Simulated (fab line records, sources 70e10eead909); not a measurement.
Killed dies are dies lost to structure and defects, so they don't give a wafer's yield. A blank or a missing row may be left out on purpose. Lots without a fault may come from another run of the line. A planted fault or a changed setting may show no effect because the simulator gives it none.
Which tool did it? | flow nand_harc | 24 lots, 72 wafers sampled, at 6 steps of a route of 1302

WHAT THE GAUGES READ, wafer by wafer
The record holds no reading of a measuring or inspecting step that can be judged against a usual standard deviation.

WHICH TOOL RAN EACH LOT (tool, then ch and the chambers of the sampled wafers, then the start)
lot  | NHARC_A_STAIRCASE_TRIM_189                    | NHARC_A_STAIRCASE_ETCH_192                    | NHARC_A_STAIRCASE_ETCH_223                    | NHARC_A_STAIRCASE_ETCH_232                    | NHARC_A_STAIRCASE_ETCH_271         | NHARC_A_STAIRCASE_STRIP_274
L075 | rie_diel-10 ch 1,2,3, day 16 08:34 or earlier | rie_diel-10 ch 1,2,3, day 16 08:34 or earlier | rie_diel-10 ch 1,2,3, day 16 08:34 or earlier | rie_diel-10 ch 1,2,3, day 16 08:34 or earlier | rie_diel-02 ch 1,2, day 16 08:34   | rie_diel-02 ch 0,2, no start
L074 | rie_diel-02 ch 0,1, day 16 10:18 or earlier   | rie_diel-02 ch 0,1, day 16 10:18 or earlier   | rie_diel-02 ch 0,1,2, day 16 10:18 or earlier | rie_diel-10 ch 0,1,3, day 16 10:18 or earlier | rie_diel-09 ch 1,2,3, day 16 10:18 | rie_diel-09 ch 2,3, no start
L076 | rie_diel-02 ch 1,2, day 17 09:55 or earlier   | rie_diel-02 ch 1,2,3, day 17 09:55 or earlier | rie_diel-02 ch 0,2,3, day 17 09:55 or earlier | rie_diel-09 ch 0,1,3, day 17 09:55 or earlier | rie_diel-09 ch 0,2,3, day 17 09:55 | rie_diel-09 ch 1,2,3, no start
L077 | rie_diel-02 ch 1,3, day 17 07:41 or earlier   | rie_diel-02 ch 1,3, day 17 07:41 or earlier   | rie_diel-09 ch 0,1,3, day 17 07:41 or earlier | rie_diel-09 ch 1,2, day 17 07:41 or earlier   | rie_diel-10 ch 1,2,3, day 17 07:41 | rie_diel-10 ch 1,3, no start
L078 | rie_diel-02 ch 0,1,3, day 17 22:10 or earlier | rie_diel-02 ch 0,2,3, day 17 22:10 or earlier | rie_diel-10 ch 0,3, day 17 22:10 or earlier   | rie_diel-09 ch 0,3, day 17 22:10 or earlier   | rie_diel-09 ch 1,2,3, day 17 22:10 | rie_diel-09 ch 0,2, no start
L080 | rie_diel-09 ch 1,2,3, day 18 07:52 or earlier | rie_diel-09 ch 0,1,3, day 18 07:52 or earlier | rie_diel-10 ch 1,2,3, day 18 07:52 or earlier | rie_diel-10 ch 0,1,3, day 18 07:52 or earlier | rie_diel-09 ch 1,2,3, day 18 07:52 | rie_diel-09 ch 0,1,3, no start
L081 | rie_diel-02 ch 0,2,3, day 18 19:53 or earlier | rie_diel-02 ch 0,1,3, day 18 19:53 or earlier | rie_diel-02 ch 0,1,2, day 18 19:53 or earlier | rie_diel-09 ch 0,2,3, day 18 19:53 or earlier | rie_diel-09 ch 0,1,2, day 18 19:53 | rie_diel-09 ch 0,1,2, no start
L079 | rie_diel-02 ch 0,3, day 18 21:07 or earlier   | rie_diel-02 ch 1,2,3, day 18 21:07 or earlier | rie_diel-09 ch 1,3, day 18 21:07 or earlier   | rie_diel-09 ch 1,3, day 18 21:07 or earlier   | rie_diel-02 ch 0,1,2, day 18 21:07 | rie_diel-02 ch 1,2, no start
L083 | rie_diel-10 ch 1,3, day 20 00:42 or earlier   | rie_diel-10 ch 0,1,2, day 20 00:42 or earlier | rie_diel-10 ch 0,3, day 20 00:42 or earlier   | rie_diel-09 ch 2,3, day 20 00:42 or earlier   | rie_diel-09 ch 0,2, day 20 00:42   | rie_diel-09 ch 2,3, no start
L082 | rie_diel-09 ch 1,2,3, day 20 02:18 or earlier | rie_diel-09 ch 0,1,3, day 20 02:18 or earlier | rie_diel-09 ch 0,1,3, day 20 02:18 or earlier | rie_diel-09 ch 0,2,3, day 20 02:18 or earlier | rie_diel-10 ch 0,1,2, day 20 02:18 | rie_diel-10 ch 0,3, no start
L084 | rie_diel-09 ch 0,3, day 20 18:43 or earlier   | rie_diel-09 ch 0,1, day 20 18:43 or earlier   | rie_diel-02 ch 0,2,3, day 20 18:43 or earlier | rie_diel-02 ch 0,2,3, day 20 18:43 or earlier | rie_diel-09 ch 0,2,3, day 20 18:43 | rie_diel-09 ch 0,3, no start
L085 | rie_diel-02 ch 0,2,3, day 21 04:26 or earlier | rie_diel-02 ch 0,1,3, day 21 04:26 or earlier | rie_diel-02 ch 0,1,2, day 21 04:26 or earlier | rie_diel-02 ch 1,2, day 21 04:26 or earlier   | rie_diel-10 ch 2,3, day 21 04:26   | rie_diel-10 ch 2,3, no start
L087 | rie_diel-09 ch 0,1,2, day 21 05:00 or earlier | rie_diel-09 ch 0,1,3, day 21 05:00 or earlier | rie_diel-10 ch 0,1,3, day 21 05:00 or earlier | rie_diel-10 ch 0,3, day 21 05:00 or earlier   | rie_diel-02 ch 2,3, day 21 05:00   | rie_diel-02 ch 0,2,3, no start
L086 | rie_diel-02 ch 0,1,3, day 21 10:15 or earlier | rie_diel-02 ch 0,1,2, day 21 10:15 or earlier | rie_diel-09 ch 0,1,2, day 21 10:15 or earlier | rie_diel-02 ch 0,1, day 21 10:15 or earlier   | rie_diel-09 ch 1,2,3, day 21 10:15 | rie_diel-09 ch 1,2,3, no start
L088 | rie_diel-02 ch 1,2, day 22 13:47 or earlier   | rie_diel-02 ch 0,1,2, day 22 13:47 or earlier | rie_diel-10 ch 0,1,2, day 22 13:47 or earlier | rie_diel-02 ch 1,2, day 22 13:47 or earlier   | rie_diel-10 ch 0,1,3, day 22 13:47 | rie_diel-10 ch 1,2, no start
L089 | rie_diel-02 ch 0,1,3, day 22 14:13 or earlier | rie_diel-02 ch 0,2,3, day 22 14:13 or earlier | rie_diel-02 ch 1,2, day 22 14:13 or earlier   | rie_diel-02 ch 0,1, day 22 14:13 or earlier   | rie_diel-02 ch 0,3, day 22 14:13   | rie_diel-02 ch 1,2, no start
L090 | rie_diel-02 ch 0,1,3, day 23 06:39 or earlier | rie_diel-02 ch 1,2,3, day 23 06:39 or earlier | rie_diel-09 ch 1,2,3, day 23 06:39 or earlier | rie_diel-09 ch 0,1,3, day 23 06:39 or earlier | rie_diel-02 ch 1,2,3, day 23 06:39 | rie_diel-02 ch 0,1,2, no start
L091 | rie_diel-09 ch 1,2,3, day 23 08:30 or earlier | rie_diel-09 ch 1,2,3, day 23 08:30 or earlier | rie_diel-02 ch 0,2,3, day 23 08:30 or earlier | rie_diel-02 ch 0,2,3, day 23 08:30 or earlier | rie_diel-09 ch 0,1,2, day 23 08:30 | rie_diel-09 ch 0,1,3, no start
L093 | rie_diel-10 ch 0,1,2, day 23 19:01 or earlier | rie_diel-10 ch 0,1,3, day 23 19:01 or earlier | rie_diel-09 ch 0,2,3, day 23 19:01 or earlier | rie_diel-02 ch 0,1,2, day 23 19:01 or earlier | rie_diel-10 ch 0,1,2, day 23 19:01 | rie_diel-10 ch 0,2,3, no start
L092 | rie_diel-10 ch 1,2, day 23 22:44 or earlier   | rie_diel-10 ch 0,2,3, day 23 22:44 or earlier | rie_diel-02 ch 0,1,2, day 23 22:44 or earlier | rie_diel-02 ch 0,2, day 23 22:44 or earlier   | rie_diel-09 ch 0,1,3, day 23 22:44 | rie_diel-09 ch 2,3, no start
L094 | rie_diel-09 ch 0,1,3, day 25 00:17 or earlier | rie_diel-09 ch 0,2,3, day 25 00:17 or earlier | rie_diel-09 ch 0,2,3, day 25 00:17 or earlier | rie_diel-02 ch 0,2, day 25 00:17 or earlier   | rie_diel-09 ch 1,3, day 25 00:17   | rie_diel-09 ch 2,3, no start
L095 | rie_diel-10 ch 0,1,3, day 25 00:35 or earlier | rie_diel-10 ch 0,1,2, day 25 00:35 or earlier | rie_diel-09 ch 0,2,3, day 25 00:35 or earlier | rie_diel-10 ch 0,1,2, day 25 00:35 or earlier | rie_diel-09 ch 0,2,3, day 25 00:35 | rie_diel-09 ch 0,2,3, no start
L097 | rie_diel-10 ch 1,2,3, day 25 13:04 or earlier | rie_diel-10 ch 1,2,3, day 25 13:04 or earlier | rie_diel-09 ch 1,2,3, day 25 13:04 or earlier | rie_diel-09 ch 1,2,3, day 25 13:04 or earlier | rie_diel-10 ch 1,2,3, day 25 13:04 | rie_diel-10 ch 0,2,3, no start
L096 | rie_diel-10 ch 0,1, day 25 14:11 or earlier   | rie_diel-10 ch 0,2,3, day 25 14:11 or earlier | rie_diel-10 ch 2,3, day 25 14:11 or earlier   | rie_diel-10 ch 0,1,3, day 25 14:11 or earlier | rie_diel-09 ch 0,3, day 25 14:11   | rie_diel-09 ch 1,2, no start
- NHARC_A_STAIRCASE_TRIM_189: chemistry O2, time 211.2 s.
- NHARC_A_STAIRCASE_ETCH_192: etches the open film in C4F8/O2, target depth 100 nm, time 40.5 s.
- NHARC_A_STAIRCASE_ETCH_223: etches the open film in C4F8/O2, target depth 100 nm, time 40.5 s.
- NHARC_A_STAIRCASE_ETCH_232: etches the open film in C4F8/O2, target depth 100 nm, time 40.5 s.
- NHARC_A_STAIRCASE_ETCH_271: etches the open film in CF4/CHF3.
- NHARC_A_STAIRCASE_STRIP_274: strips in O2.

WHAT THE TOOLS THEMSELVES READ (means of the sampled wafers that have a number; where no wafer has one, the mark that the record gives instead)
NHARC_A_STAIRCASE_TRIM_189. Usual: drypump_motor_current_A 5.9 A, standard deviation 0.38; oes_product_au 0.997 a.u., standard deviation 0.0091; rf_vpp_V 57.8 V, standard deviation 0.89; showerhead_plenum_p_Torr 3.54 Torr, standard deviation 0.14; throttle_valve_pct 17.036 %, standard deviation 0.0094.
lot  | tool        | drypump_motor_current_A (A) | oes_product_au (a.u.) | rf_vpp_V (V) | showerhead_plenum_p_Torr (Torr) | throttle_valve_pct (%) | flag
L075 | rie_diel-10 | 5.7                         | 0.988                 | 57.8         | 3.52                            | 17.036                 |
L074 | rie_diel-02 | 5.9                         | 1.001                 | 58.2         | 3.68                            | 17.034                 |
L076 | rie_diel-02 | 6.0                         | 0.992                 | 57.8         | 3.67                            | 17.027                 |
L077 | rie_diel-02 | 5.7                         | 0.988                 | 58.3         | 3.55                            | 17.035                 |
L078 | rie_diel-02 | 5.8                         | 1.001                 | 58.0         | 3.60                            | 17.042                 |
L080 | rie_diel-09 | 6.1                         | 1.009                 | 58.2         | 3.44                            | 17.044                 |
L081 | rie_diel-02 | 6.0                         | 0.997                 | 57.8         | 3.65                            | 17.038                 |
L079 | rie_diel-02 | 5.9                         | 1.000                 | 58.4         | 3.66                            | 17.038                 |
L083 | rie_diel-10 | 5.9                         | 1.003                 | 57.9         | 3.50                            | 17.045                 |
L082 | rie_diel-09 | 6.1                         | 1.002                 | 57.1         | 3.43                            | 17.036                 |
L084 | rie_diel-09 | 5.9                         | 0.987                 | 57.8         | 3.51                            | 17.033                 |
L085 | rie_diel-02 | 6.0                         | 0.993                 | 58.6         | 3.64                            | 17.037                 |
L087 | rie_diel-09 | 6.1                         | 1.000                 | 58.7         | 3.41                            | 17.041                 |
L086 | rie_diel-02 | 5.8                         | 0.987                 | 57.6         | 3.59                            | 17.033                 |
L088 | rie_diel-02 | 6.3                         | 0.999                 | 58.3         | 3.70                            | 17.043                 |
L089 | rie_diel-02 | 5.8                         | 0.999                 | 58.6         | 3.58                            | 17.037                 |
L090 | rie_diel-02 | 5.8                         | 1.002                 | 57.8         | 3.58                            | 17.035                 |
L091 | rie_diel-09 | 6.0                         | 0.999                 | 57.0         | 3.42                            | 17.038                 |
L093 | rie_diel-10 | 5.5                         | 0.986                 | 57.4         | 3.48                            | 17.039                 |
L092 | rie_diel-10 | 5.2                         | 1.003                 | 56.8         | 3.52                            | 17.038                 |
L094 | rie_diel-09 | 6.1                         | 1.010                 | 57.6         | 3.46                            | 17.028                 |
L095 | rie_diel-10 | 5.6                         | 0.991                 | 58.1         | 3.47                            | 17.037                 |
L097 | rie_diel-10 | 5.7                         | 0.998                 | 57.3         | 3.48                            | 17.033                 |
L096 | rie_diel-10 | 5.5                         | 0.988                 | 56.9         | 3.46                            | 17.029                 |

NHARC_A_STAIRCASE_ETCH_192. Usual: oes_product_au 0.940 a.u., standard deviation 0.012; rf_vpp_V 896 V, standard deviation 5.1.
lot  | tool        | oes_product_au (a.u.) | rf_vpp_V (V) | flag
L075 | rie_diel-10 | 0.929                 | 896          |
L074 | rie_diel-02 | 0.948                 | 903          |
L076 | rie_diel-02 | 0.925                 | 898          |
L077 | rie_diel-02 | 0.939                 | 897          |
L078 | rie_diel-02 | 0.944                 | 901          |
L080 | rie_diel-09 | 0.942                 | 895          |
L081 | rie_diel-02 | 0.942                 | 898          |
L079 | rie_diel-02 | 0.942                 | 899          |
L083 | rie_diel-10 | 0.941                 | 895          |
L082 | rie_diel-09 | 0.943                 | 894          |
L084 | rie_diel-09 | 0.929                 | 894          |
L085 | rie_diel-02 | 0.935                 | 898          |
L087 | rie_diel-09 | 0.962                 | 894          |
L086 | rie_diel-02 | 0.935                 | 902          |
L088 | rie_diel-02 | 0.933                 | 902          |
L089 | rie_diel-02 | 0.938                 | 899          |
L090 | rie_diel-02 | 0.941                 | 897          |
L091 | rie_diel-09 | 0.940                 | 892          |
L093 | rie_diel-10 | 0.929                 | 894          |
L092 | rie_diel-10 | 0.941                 | 893          |
L094 | rie_diel-09 | 0.959                 | 892          |
L095 | rie_diel-10 | 0.938                 | 894          |
L097 | rie_diel-10 | 0.938                 | 895          |
L096 | rie_diel-10 | 0.925                 | 892          |

NHARC_A_STAIRCASE_ETCH_223. Usual: oes_product_au 0.944 a.u., standard deviation 0.013; rf_vpp_V 896 V, standard deviation 4.9.
lot  | tool        | oes_product_au (a.u.) | rf_vpp_V (V) | flag
L075 | rie_diel-10 | 0.941                 | 895          |
L074 | rie_diel-02 | 0.936                 | 902          |
L076 | rie_diel-02 | 0.938                 | 900          |
L077 | rie_diel-09 | 0.949                 | 895          |
L078 | rie_diel-10 | 0.951                 | 893          |
L080 | rie_diel-10 | 0.940                 | 895          |
L081 | rie_diel-02 | 0.955                 | 902          |
L079 | rie_diel-09 | 0.940                 | 895          |
L083 | rie_diel-10 | 0.945                 | 894          |
L082 | rie_diel-09 | 0.953                 | 895          |
L084 | rie_diel-02 | 0.950                 | 900          |
L085 | rie_diel-02 | 0.936                 | 903          |
L087 | rie_diel-10 | 0.935                 | 894          |
L086 | rie_diel-09 | 0.941                 | 892          |
L088 | rie_diel-10 | 0.937                 | 894          |
L089 | rie_diel-02 | 0.942                 | 900          |
L090 | rie_diel-09 | 0.952                 | 892          |
L091 | rie_diel-02 | 0.928                 | 900          |
L093 | rie_diel-09 | 0.958                 | 892          |
L092 | rie_diel-02 | 0.953                 | 901          |
L094 | rie_diel-09 | 0.958                 | 893          |
L095 | rie_diel-09 | 0.961                 | 891          |
L097 | rie_diel-09 | 0.930                 | 892          |
L096 | rie_diel-10 | 0.945                 | 892          |

NHARC_A_STAIRCASE_ETCH_232. Usual: oes_product_au 0.943 a.u., standard deviation 0.013; rf_vpp_V 896 V, standard deviation 4.9.
lot  | tool        | oes_product_au (a.u.) | rf_vpp_V (V) | flag
L075 | rie_diel-10 | 0.941                 | 896          |
L074 | rie_diel-10 | 0.945                 | 895          |
L076 | rie_diel-09 | 0.933                 | 894          |
L077 | rie_diel-09 | 0.964                 | 890          |
L078 | rie_diel-09 | 0.951                 | 895          |
L080 | rie_diel-10 | 0.948                 | 895          |
L081 | rie_diel-09 | 0.940                 | 893          |
L079 | rie_diel-09 | 0.942                 | 895          |
L083 | rie_diel-09 | 0.933                 | 894          |
L082 | rie_diel-09 | 0.932                 | 893          |
L084 | rie_diel-02 | 0.931                 | 900          |
L085 | rie_diel-02 | 0.915                 | 903          |
L087 | rie_diel-10 | 0.931                 | 893          |
L086 | rie_diel-02 | 0.935                 | 902          |
L088 | rie_diel-02 | 0.963                 | 902          |
L089 | rie_diel-02 | 0.940                 | 900          |
L090 | rie_diel-09 | 0.944                 | 895          |
L091 | rie_diel-02 | 0.941                 | 900          |
L093 | rie_diel-02 | 0.941                 | 902          |
L092 | rie_diel-02 | 0.930                 | 903          |
L094 | rie_diel-02 | 0.944                 | 903          |
L095 | rie_diel-10 | 0.951                 | 894          |
L097 | rie_diel-09 | 0.940                 | 892          |
L096 | rie_diel-10 | 0.942                 | 895          |

NHARC_A_STAIRCASE_ETCH_271. Usual: drypump_motor_current_A 5.9 A, standard deviation 0.34; oes_product_au 0.948 a.u., standard deviation 0.022; rf_vpp_V 370.1 V, standard deviation 2; showerhead_plenum_p_Torr 1.56 Torr, standard deviation 0.055; throttle_valve_pct 16.802 %, standard deviation 0.0084.
lot  | tool        | drypump_motor_current_A (A) | oes_product_au (a.u.) | rf_vpp_V (V) | showerhead_plenum_p_Torr (Torr) | throttle_valve_pct (%) | flag
L075 | rie_diel-02 | 6.2                         | 0.959                 | 373.7        | 1.67                            | 16.803                 |
L074 | rie_diel-09 | 6.0                         | 0.983                 | 369.9        | 1.54                            | 16.798                 |
L076 | rie_diel-09 | 6.0                         | 0.968                 | 369.3        | 1.54                            | 16.802                 |
L077 | rie_diel-10 | 5.6                         | 0.961                 | 369.4        | 1.57                            | 16.803                 |
L078 | rie_diel-09 | 6.0                         | 0.933                 | 370.0        | 1.53                            | 16.797                 |
L080 | rie_diel-09 | 6.0                         | 0.972                 | 369.1        | 1.53                            | 16.798                 |
L081 | rie_diel-09 | 6.1                         | 0.932                 | 369.1        | 1.52                            | 16.799                 |
L079 | rie_diel-02 | 6.1                         | 0.930                 | 373.4        | 1.66                            | 16.803                 |
L083 | rie_diel-09 | 6.1                         | 0.923                 | 368.8        | 1.50                            | 16.810                 |
L082 | rie_diel-10 | 5.5                         | 0.921                 | 369.7        | 1.56                            | 16.800                 |
L084 | rie_diel-09 | 6.1                         | 0.959                 | 369.6        | 1.53                            | 16.796                 |
L085 | rie_diel-10 | 6.0                         | 0.956                 | 370.1        | 1.54                            | 16.809                 |
L087 | rie_diel-02 | 5.8                         | 0.918                 | 370.1        | 1.57                            | 16.806                 |
L086 | rie_diel-09 | 6.1                         | 0.973                 | 368.9        | 1.53                            | 16.803                 |
L088 | rie_diel-10 | 5.7                         | 0.936                 | 370.5        | 1.55                            | 16.795                 |
L089 | rie_diel-02 | 5.9                         | 0.949                 | 372.4        | 1.62                            | 16.810                 |
L090 | rie_diel-02 | 5.9                         | 0.925                 | 371.5        | 1.59                            | 16.806                 |
L091 | rie_diel-09 | 6.1                         | 0.932                 | 368.5        | 1.52                            | 16.804                 |
L093 | rie_diel-10 | 5.5                         | 0.955                 | 370.1        | 1.55                            | 16.801                 |
L092 | rie_diel-09 | 6.0                         | 0.927                 | 369.8        | 1.54                            | 16.813                 |
L094 | rie_diel-09 | 6.1                         | 0.971                 | 369.3        | 1.54                            | 16.795                 |
L095 | rie_diel-09 | 6.0                         | 0.954                 | 368.4        | 1.52                            | 16.798                 |
L097 | rie_diel-10 | 5.6                         | 0.963                 | 370.0        | 1.55                            | 16.802                 |
L096 | rie_diel-09 | 5.9                         | 0.923                 | 370.0        | 1.55                            | 16.803                 |

NHARC_A_STAIRCASE_STRIP_274. Usual: drypump_motor_current_A 6.0 A, standard deviation 0.33; oes_product_au 0.998 a.u., standard deviation 0.011; rf_vpp_V 57.7 V, standard deviation 0.98; showerhead_plenum_p_Torr 3.49 Torr, standard deviation 0.12; throttle_valve_pct 17.036 %, standard deviation 0.01.
lot  | tool        | drypump_motor_current_A (A) | oes_product_au (a.u.) | rf_vpp_V (V) | showerhead_plenum_p_Torr (Torr) | throttle_valve_pct (%) | flag
L075 | rie_diel-02 | 6.4                         | 0.990                 | 58.8         | 3.78                            | 17.027                 |
L074 | rie_diel-09 | 5.9                         | 0.993                 | 58.3         | 3.47                            | 17.042                 |
L076 | rie_diel-09 | 6.1                         | 1.004                 | 57.6         | 3.44                            | 17.027                 |
L077 | rie_diel-10 | 5.4                         | 0.992                 | 58.3         | 3.54                            | 17.026                 |
L078 | rie_diel-09 | 6.1                         | 1.000                 | 56.5         | 3.44                            | 17.036                 |
L080 | rie_diel-09 | 6.0                         | 1.002                 | 57.9         | 3.49                            | 17.041                 |
L081 | rie_diel-09 | 6.1                         | 1.001                 | 57.8         | 3.42                            | 17.039                 |
L079 | rie_diel-02 | 6.0                         | 0.999                 | 58.1         | 3.66                            | 17.040                 |
L083 | rie_diel-09 | 6.0                         | 0.991                 | 57.2         | 3.45                            | 17.027                 |
L082 | rie_diel-10 | 6.1                         | 1.002                 | 56.9         | 3.45                            | 17.037                 |
L084 | rie_diel-09 | 5.9                         | 1.002                 | 58.4         | 3.51                            | 17.035                 |
L085 | rie_diel-10 | 5.9                         | 0.994                 | 58.0         | 3.46                            | 17.040                 |
L087 | rie_diel-02 | 6.0                         | 0.988                 | 57.5         | 3.64                            | 17.036                 |
L086 | rie_diel-09 | 6.0                         | 0.997                 | 58.2         | 3.42                            | 17.029                 |
L088 | rie_diel-10 | 5.5                         | 1.001                 | 56.6         | 3.49                            | 17.050                 |
L089 | rie_diel-02 | 6.3                         | 0.995                 | 58.0         | 3.70                            | 17.044                 |
L090 | rie_diel-02 | 6.1                         | 0.999                 | 58.2         | 3.69                            | 17.039                 |
L091 | rie_diel-09 | 6.1                         | 1.002                 | 56.4         | 3.47                            | 17.032                 |
L093 | rie_diel-10 | 5.9                         | 0.999                 | 57.1         | 3.44                            | 17.029                 |
L092 | rie_diel-09 | 6.0                         | 1.004                 | 58.2         | 3.37                            | 17.036                 |
L094 | rie_diel-09 | 6.0                         | 0.998                 | 56.6         | 3.37                            | 17.041                 |
L095 | rie_diel-09 | 6.0                         | 1.008                 | 58.1         | 3.42                            | 17.040                 |
L097 | rie_diel-10 | 5.9                         | 0.997                 | 57.7         | 3.44                            | 17.028                 |
L096 | rie_diel-09 | 6.1                         | 1.010                 | 57.4         | 3.34                            | 17.035                 |

THE ANSWER, worked out from the rows above alone
Rule: a lot is off if the mean of its wafers that have a number lies more than 3 standard deviations from the usual mean. A lot without any number at a reading at which 4 lots or more have one is off too. The other lots that the step has rows for count as sound. The gauges are gone through in route order, then the tools' own readings, and for those a lot's mean is taken as printed above. The first step at which some lot is off is used, and at that step the reading that is off furthest; a lot without a number counts as furthest.
No lot is off at any reading shown: from this, nothing can be told.

WHAT THE SIMULATOR HAD PUT IN
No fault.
